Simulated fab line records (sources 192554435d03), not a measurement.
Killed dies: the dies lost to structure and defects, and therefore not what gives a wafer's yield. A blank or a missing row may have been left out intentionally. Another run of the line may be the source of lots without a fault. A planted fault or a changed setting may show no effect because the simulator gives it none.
Chamber matching -- flow n5Finfet -- N5_BEOL_M0_SAQP_MANDREL_ETCH_103 on rieSi-05 has 4 sister chambers
The step etches a-Si in HBr/Cl2, stops on SiCN, target depth 45 nm, bt time 10 s, time 27 s. 18 wafers are shown with their chamber, then 9 later ones without.

## EACH WAFER AND ITS CHAMBER
wafer,chamber,throttleValvePct (%),drypumpMotorCurrentA (A),oesProductAu (a.u.)
L078.1,1,35.65,5.7,0.676
L078.3,0,35.79,6.5,0.686
L078.4,2,35.58,6.0,0.692
L083.4,3,35.03,6.0,0.680
L083.5,0,35.76,6.4,0.705
L083.6,3,35.07,6.0,0.683
L085.2,1,35.63,5.7,0.689
L085.3,2,35.58,6.0,0.702
L085.5,2,35.56,6.0,0.707
L086.1,3,35.05,6.0,0.684
L086.3,1,35.63,5.7,0.686
L086.5,1,35.65,5.8,0.691
L087.1,0,35.79,6.4,0.687
L087.3,1,35.67,5.8,0.677
L087.6,2,35.57,5.9,0.701
L089.4,2,35.55,6.0,0.705
L089.5,1,35.62,5.7,0.675
L089.6,2,35.57,5.9,0.703

SIGNATURES, as means of the wafers listed above
reading,chamber 0,chamber 1,chamber 2,chamber 3,scatter within a chamber
throttleValvePct,35.7800,35.6417,35.5683,35.0500,0.0164
drypumpMotorCurrentA,6.433,5.733,5.967,6.000,0.0488
oesProductAu,0.69267,0.68233,0.70167,0.68233,0.0067
Rule: for each reading, subtract the chamber's mean from the wafer's reading, divide by that reading's scatter and square the result; add these up over the readings and take the root, which gives the wafer's distance from the chamber. If the next closest chamber is less than 2 further off than the closest, the wafer can't be placed; otherwise it belongs to the closest. The scatter is the square root of a quotient: the sum, over the shown wafers, of each reading's squared deviation from its chamber's mean, divided by wafers minus chambers.

## WAFERS WHOSE CHAMBER IS MISSING
wafer,throttleValvePct (%),drypumpMotorCurrentA (A),oesProductAu (a.u.)
L091.3,35.61,5.7,0.696
L091.5,35.04,6.0,0.692
L091.6,35.75,6.4,0.697
L093.2,35.78,6.4,0.696
L093.3,35.06,6.0,0.678
L093.5,35.76,6.4,0.701
L097.2,35.78,6.5,0.689
L097.3,35.06,6.0,0.666
L097.5,35.57,6.0,0.712

## WHICH CHAMBER EACH WENT THROUGH
wafer,from the rows above,in truth
L091.3,1,1
L091.5,3,3
L091.6,0,0
L093.2,0,0
L093.3,3,3
L093.5,0,0
L097.2,0,0
L097.3,3,3
L097.5,2,2
Correct placement for 9 of the 9. Number that these rows cannot place: 0. Wrongly placed: 0.
